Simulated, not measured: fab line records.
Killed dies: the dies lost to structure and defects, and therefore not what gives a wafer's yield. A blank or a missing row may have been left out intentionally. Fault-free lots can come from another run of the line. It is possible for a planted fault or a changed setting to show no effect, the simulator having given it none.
Lot-split experiment / flow n5 finfet / on a route of 1938 steps: 7 lots, 39 wafers read

## ABOUT THE SPLIT
At N5_FIN_SAQP_ETCH_34 (etches SiO2 in C4F6/O2, target depth 45 nm, time 15 s), the setting source w was moved away from the recipe's 345 W on 15 of the 39 wafers read, by -18.4% to +13.0%. The other wafers ran this setting at the recipe's value.

The reading comes from the split's own step.

## THE READING
rf vpp V, in V, at N5_FIN_SAQP_ETCH_34 (etches SiO2 in C4F6/O2, target depth 45 nm, time 15 s). Fault-free wafers of this fab line usually give 668 V, standard deviation 5 V.

wafer=L076.1; tool, chamber at the split=rie diel-05, 0; source w as run, W=345; against the recipe=recipe; rf vpp V, V=674; against lot-mates on the recipe=-
wafer=L076.2; tool, chamber at the split=rie diel-05, 2; source w as run, W=389.8; against the recipe=+13.0%; rf vpp V, V=622; against lot-mates on the recipe=-49
wafer=L076.3; tool, chamber at the split=rie diel-05, 1; source w as run, W=389.8; against the recipe=+13.0%; rf vpp V, V=624; against lot-mates on the recipe=-47
wafer=L076.4; tool, chamber at the split=rie diel-05, 0; source w as run, W=345; against the recipe=recipe; rf vpp V, V=676; against lot-mates on the recipe=-
wafer=L076.5; tool, chamber at the split=rie diel-05, 2; source w as run, W=345; against the recipe=recipe; rf vpp V, V=663; against lot-mates on the recipe=-
wafer=L076.6; tool, chamber at the split=rie diel-05, 1; source w as run, W=389.8; against the recipe=+13.0%; rf vpp V, V=624; against lot-mates on the recipe=-47
wafer=L077.1; tool, chamber at the split=rie diel-02, 1; source w as run, W=345; against the recipe=recipe; rf vpp V, V=674; against lot-mates on the recipe=-
wafer=L077.2; tool, chamber at the split=rie diel-02, 3; source w as run, W=345; against the recipe=recipe; rf vpp V, V=666; against lot-mates on the recipe=-
wafer=L077.3; tool, chamber at the split=rie diel-02, 3; source w as run, W=345; against the recipe=recipe; rf vpp V, V=666; against lot-mates on the recipe=-
wafer=L077.4; tool, chamber at the split=rie diel-02, 1; source w as run, W=345; against the recipe=recipe; rf vpp V, V=674; against lot-mates on the recipe=-
wafer=L077.5; tool, chamber at the split=rie diel-02, 3; source w as run, W=345; against the recipe=recipe; rf vpp V, V=666; against lot-mates on the recipe=-
wafer=L077.6; tool, chamber at the split=rie diel-02, 1; source w as run, W=345; against the recipe=recipe; rf vpp V, V=674; against lot-mates on the recipe=-
wafer=L080.1; tool, chamber at the split=rie diel-02, 2; source w as run, W=298.2; against the recipe=-13.6%; rf vpp V, V=726; against lot-mates on the recipe=+54
wafer=L080.2; tool, chamber at the split=rie diel-02, 1; source w as run, W=345; against the recipe=recipe; rf vpp V, V=674; against lot-mates on the recipe=-
wafer=L080.3; tool, chamber at the split=rie diel-02, 3; source w as run, W=345; against the recipe=recipe; rf vpp V, V=667; against lot-mates on the recipe=-
wafer=L080.4; tool, chamber at the split=rie diel-02, 1; source w as run, W=345; against the recipe=recipe; rf vpp V, V=674; against lot-mates on the recipe=-
wafer=L080.5; tool, chamber at the split=rie diel-02, 3; source w as run, W=298.2; against the recipe=-13.6%; rf vpp V, V=719; against lot-mates on the recipe=+47
wafer=L080.6; tool, chamber at the split=rie diel-02, 2; source w as run, W=298.2; against the recipe=-13.6%; rf vpp V, V=725; against lot-mates on the recipe=+53
wafer=L081.1; tool, chamber at the split=rie diel-04, 1; source w as run, W=345; against the recipe=recipe; rf vpp V, V=658; against lot-mates on the recipe=-
wafer=L081.2; tool, chamber at the split=rie diel-04, 2; source w as run, W=322.9; against the recipe=-6.4%; rf vpp V, V=689; against lot-mates on the recipe=+24
wafer=L081.3; tool, chamber at the split=rie diel-04, 3; source w as run, W=322.9; against the recipe=-6.4%; rf vpp V, V=696; against lot-mates on the recipe=+31
wafer=L081.4; tool, chamber at the split=rie diel-04, 0; source w as run, W=322.9; against the recipe=-6.4%; rf vpp V, V=689; against lot-mates on the recipe=+24
wafer=L081.5; tool, chamber at the split=rie diel-04, 2; source w as run, W=345; against the recipe=recipe; rf vpp V, V=666; against lot-mates on the recipe=-
wafer=L081.6; tool, chamber at the split=rie diel-04, 3; source w as run, W=345; against the recipe=recipe; rf vpp V, V=671; against lot-mates on the recipe=-
wafer=L085.1; tool, chamber at the split=rie diel-02, 1; source w as run, W=345; against the recipe=recipe; rf vpp V, V=674; against lot-mates on the recipe=-
wafer=L085.2; tool, chamber at the split=rie diel-02, 2; source w as run, W=281.6; against the recipe=-18.4%; rf vpp V, V=747; against lot-mates on the recipe=+76
wafer=L085.3; tool, chamber at the split=rie diel-02, 0; source w as run, W=345; against the recipe=recipe; rf vpp V, V=667; against lot-mates on the recipe=-
wafer=L085.4; tool, chamber at the split=rie diel-02, 3; source w as run, W=281.6; against the recipe=-18.4%; rf vpp V, V=740; against lot-mates on the recipe=+69
wafer=L085.5; tool, chamber at the split=rie diel-02, 2; source w as run, W=345; against the recipe=recipe; rf vpp V, V=673; against lot-mates on the recipe=-
wafer=L085.6; tool, chamber at the split=rie diel-02, 1; source w as run, W=281.6; against the recipe=-18.4%; rf vpp V, V=748; against lot-mates on the recipe=+77
wafer=L093.2; tool, chamber at the split=rie diel-02, 1; source w as run, W=345; against the recipe=recipe; rf vpp V, V=674; against lot-mates on the recipe=-
wafer=L093.5; tool, chamber at the split=rie diel-02, 2; source w as run, W=345; against the recipe=recipe; rf vpp V, V=672; against lot-mates on the recipe=-
wafer=L093.6; tool, chamber at the split=rie diel-02, 3; source w as run, W=345; against the recipe=recipe; rf vpp V, V=667; against lot-mates on the recipe=-
wafer=L094.1; tool, chamber at the split=rie diel-04, 0; source w as run, W=364.3; against the recipe=+5.6%; rf vpp V, V=650; against lot-mates on the recipe=-14
wafer=L094.2; tool, chamber at the split=rie diel-04, 2; source w as run, W=364.3; against the recipe=+5.6%; rf vpp V, V=649; against lot-mates on the recipe=-15
wafer=L094.3; tool, chamber at the split=rie diel-04, 1; source w as run, W=345; against the recipe=recipe; rf vpp V, V=658; against lot-mates on the recipe=-
wafer=L094.4; tool, chamber at the split=rie diel-04, 3; source w as run, W=345; against the recipe=recipe; rf vpp V, V=670; against lot-mates on the recipe=-
wafer=L094.5; tool, chamber at the split=rie diel-04, 0; source w as run, W=345; against the recipe=recipe; rf vpp V, V=665; against lot-mates on the recipe=-
wafer=L094.6; tool, chamber at the split=rie diel-04, 1; source w as run, W=364.3; against the recipe=+5.6%; rf vpp V, V=639; against lot-mates on the recipe=-25

THE FIT
A straight line over all 39 wafers: rf vpp V changes by -3.91 V for each +1% of source w; r = -0.99; the points scatter about the line by 5 V.
The same after taking each lot's own level away (the mean of its wafers on the recipe; 39 wafers): -3.84 V for each +1%; r = -0.99; scatter 4.3 V.
The reading moves by 71 V for the largest change in source w, on that fit.
The span of the lots' own levels, 664.3 to 671.7 V, comes to 1.5 times the standard deviation stated above.
The two slopes are in agreement: the lot-to-lot level therefore moves the slope only a little.
Check: for one of the wafers moved furthest among these (-18.4%), held out of the fit, the line's prediction against its lot-mates is +70.6 V. Against them it came out at +75.7 V.
Tool readings at the split's step, against how far the setting was moved: etch rf on time s r = -0.93; rf vpp V r = -0.99.

## THE WHOLE CHAIN: every reading that the file lists as answering this split, in the file's order
step=N5_FIN_SAQP_ETCH_34; what it does=etches SiO2 in C4F6/O2, target depth 45 nm, time 15 s; reading=etch rf on time s; change (the file's fit)=withheld for each +1% of the setting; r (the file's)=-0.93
step=N5_FIN_SAQP_ETCH_34; what it does=etches SiO2 in C4F6/O2, target depth 45 nm, time 15 s; reading=rf vpp V; change (the file's fit)=-3.86 V for each +1% of the setting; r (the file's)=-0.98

## FILE'S OWN FIT
rf vpp V changes by -3.86 V for each +1% of source w, r = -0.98.
